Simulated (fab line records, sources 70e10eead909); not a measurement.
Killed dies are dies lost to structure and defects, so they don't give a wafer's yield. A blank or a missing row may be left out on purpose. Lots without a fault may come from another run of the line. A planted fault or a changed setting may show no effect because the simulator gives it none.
Chamber matching | flow nand_harc | NHARC_A_STAIRCASE_DESCUM_168 on rie_diel-01: 4 sister chambers
The step chemistry O2, time 3 s. 4 wafers are shown with their chamber, then 11 later ones without.

WAFERS WITH THEIR CHAMBER
wafer  | chamber | showerhead_plenum_p_Torr (Torr)
L089.1 | 1       | 1.78
L089.2 | 2       | 2.01
L089.6 | 0       | 2.05
L090.2 | 3       | 1.83

WAFERS WITHOUT THEIR CHAMBER
wafer  | showerhead_plenum_p_Torr (Torr)
L090.3 | 1.77
L090.5 | 2.01
L093.4 | 1.83
L093.5 | 2.01
L093.6 | 1.77
L092.4 | 2.01
L092.5 | 1.83
L092.6 | 2.01
L095.2 | 2.04
L095.5 | 1.82
L095.6 | 2.01

WHICH CHAMBER EACH WENT THROUGH
wafer  | from the rows above | in truth
L090.3 | 1                   | 1
L090.5 | 2                   | 2
L093.4 | 3                   | 3
L093.5 | 2                   | 2
L093.6 | 1                   | 1
L092.4 | 2                   | 2
L092.5 | 3                   | 3
L092.6 | 2                   | 2
L095.2 | 0                   | 0
L095.5 | 3                   | 3
L095.6 | 2                   | 2
Placed correctly: 11 of 11. Can't be placed from these rows: 0. Placed wrongly: 0.
How it was worked out, from the rows above alone: a wafer's distance from a chamber is the root of the sum, over the readings, of the square of ((its reading less the chamber's mean) divided by the reading's scatter). The wafer belongs to the nearest chamber; if the next one is less than 2 further off, it can't be placed. A chamber's mean is the mean of its shown wafers. The scatter: with one shown wafer a chamber, the root of the mean of the squares of how far each hidden wafer lies from its nearest shown one.
